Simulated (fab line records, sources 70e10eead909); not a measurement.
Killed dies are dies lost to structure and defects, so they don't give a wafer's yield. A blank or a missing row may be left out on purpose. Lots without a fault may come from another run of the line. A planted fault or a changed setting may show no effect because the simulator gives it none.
A struck lot beside a sound one | flow nand_harc | 15 steps out of a route of 1159
Sound: wafers L115.2, L115.3, L115.6. Struck: wafers L126.2, L126.3, L126.6. The cause comes at the end.
At each step with rows: each side's tool, then ch and its chambers, then its first start. Under that, the readings that differ: sound wafers | struck wafers | difference of the means | sigmas: that difference in standard deviations of wafers without a fault.
alike: readings whose means differ by less than 2 such deviations, and words and numbers that are the same on both sides. not compared: withheld readings, readings that some wafer has no value for, bounds like >300 that may hide the same value, and numbers for which the record gives no deviation and whose values overlap.
The two part at a step that has a row with sigmas, a row that says differs or no value, or rows on one side only. Numbers that don't overlap but have no deviation are shown without sigmas and don't part them. A reading that every wafer of one side lacks parts them only if that side has two wafers or more.

first, 3 steps without rows for these wafers: NHARC_A_CHANNEL_HOLE_D1_EXPOSE_07 (exposes mask HOLE D1, target cd 100 nm); NHARC_A_CHANNEL_HOLE_D1_PEB_08 (peb time 65 s); NHARC_A_CHANNEL_HOLE_D1_DEVELOP_09 (develop time 35 s).
NHARC_A_CHANNEL_HOLE_D1_CD_MEAS_10: target cd 100 nm.
  sound on cd_sem-03 ch 0, day 9 01:20; struck on cd_sem-01 ch 0, day 12 07:56
  alike: cd_nm
NHARC_A_CHANNEL_HOLE_D1_OVL_MEAS_11:
  sound on overlay-01, day 9 01:26; struck on overlay-02, day 12 08:01
  alike: overlay_x_nm, overlay_y_nm
NHARC_A_CHANNEL_HOLE_D1_INSPECT_12:
  sound on defect_inspect-01, day 9 01:28; struck on defect_inspect-02, day 12 08:04
  alike: raw_defect_count
NHARC_A_CHANNEL_HOLE_D1_DESCUM_15: chemistry O2, time 3 s.
  sound on rie_diel-02 ch 0,3, day 9 01:32; struck on rie_diel-11 ch 0,1,3, day 12 08:08
  alike: drypump_motor_current_A, mfc_ar_sccm, oes_product_au, rf_vpp_V, showerhead_plenum_p_Torr, throttle_valve_pct
  not compared: rf_hours_counter_h
NHARC_A_CHANNEL_HOLE_D1_ETCH_38: etches the open film in CF4, target depth 39 nm, time 65 s.
  sound on rie_diel-02 ch 1,2,3, day 9 01:37; struck on rie_diel-11 ch 1,2, day 12 08:12
  alike: bias_w, cf4_flow_sccm, drypump_motor_current_A, mfc_ar_sccm, oes_product_au, rf_vpp_V, showerhead_plenum_p_Torr, throttle_valve_pct
  not compared: rf_hours_counter_h
then, 1 step without rows for these wafers: NHARC_A_CHANNEL_HOLE_D1_ETCH_39 (etches the open film in N2/H2, target depth 260 nm, time 325 s).
NHARC_A_CHANNEL_HOLE_D1_ETCH_34: etches the open film in CF4/CHF3, target depth 154 nm, time 77 s.
  sound on rie_diel-02 ch 0,2; struck on rie_diel-11 ch 1,2
  reading               | sound             | struck            | difference | sigmas
  oes_product_au (a.u.) | 0.967 0.966 0.971 | 0.928 0.914 0.920 | -0.047     | -2
  alike: bias_w, cf4_flow_sccm, drypump_motor_current_A, mfc_ar_sccm, rf_vpp_V, showerhead_plenum_p_Torr, throttle_valve_pct
  not compared: rf_hours_counter_h
NHARC_A_CHANNEL_HOLE_D1_ETCH_16: etches the open film in O2/COS, target depth 3100 nm, time 806 s.
  sound on rie_diel-02 ch 1,2; struck on rie_diel-11 ch 0,1
  alike: bias_w, chamber_pressure_mTorr, drypump_motor_current_A, mfc_ar_sccm, oes_product_au, rf_vpp_V, showerhead_plenum_p_Torr, throttle_valve_pct
  not compared: rf_hours_counter_h
NHARC_A_CHANNEL_HOLE_D1_CD_MEAS_18:
  sound on cd_sem-01, day 9 02:38; struck on cd_sem-01, day 12 09:14
  reading    | sound            | struck         | difference | sigmas
  cd_nm (nm) | 98.5 104.8 103.3 | 94.3 95.7 98.7 | -6.0       | -2
NHARC_A_CHANNEL_HOLE_D1_ETCH_19: etches the open film in C4F8/O2/Ar, time 34.5 s.
  sound on har_etch-02 ch 0, day 9 02:44; struck on har_etch-02 ch 0,1, day 12 09:18
  no value came back on the struck wafers for any of 7 readings (bias_v (V), c4f8_flow_sccm (sccm) and others); on the sound wafers bias_v (V) reads 1202 1193 1216
  not compared: rf_hours_counter_h
NHARC_A_CHANNEL_HOLE_D1_ETCH_20: etches the open film in C4F8/O2/Ar, time 361.9 s, target depth 1600 nm.
  sound on har_etch-02 ch 0, day 9 02:52; struck on har_etch-02 ch 0,1, day 12 09:25
  alike: c4f8_flow_sccm, chamber_pressure_mTorr, drypump_motor_current_A, esc_clamp_current_uA, mfc_ar_sccm, showerhead_plenum_p_Torr, throttle_valve_pct
  not compared: rf_hours_counter_h
-- the record jumps here: 11 days lie between the struck wafers' starts before and after (it left off in module A_CHANNEL_HOLE_D1 and takes up again in module END, whose first step shown is number 1159 of the route) --
NHARC_END_SORT_01:
  sound on prober-02 ch 0, day 20 03:41; struck on prober-02 ch 0, day 23 06:49
  reading         | sound    | struck      | difference | sigmas
  killed_at_array | 24 23 26 | 671 669 668 | +645       | +59
  killed_dies     | 26 30 28 | 677 677 677 | +649       | +59
  killed_open     | 2 4 2    | 6 12 6      | +5         | +3
  alike: killed_at_other, killed_at_periphery, killed_short

WHERE THEY PART
First at NHARC_A_CHANNEL_HOLE_D1_ETCH_34; last, within this record, at NHARC_END_SORT_01.

WHY: what the simulator had put in
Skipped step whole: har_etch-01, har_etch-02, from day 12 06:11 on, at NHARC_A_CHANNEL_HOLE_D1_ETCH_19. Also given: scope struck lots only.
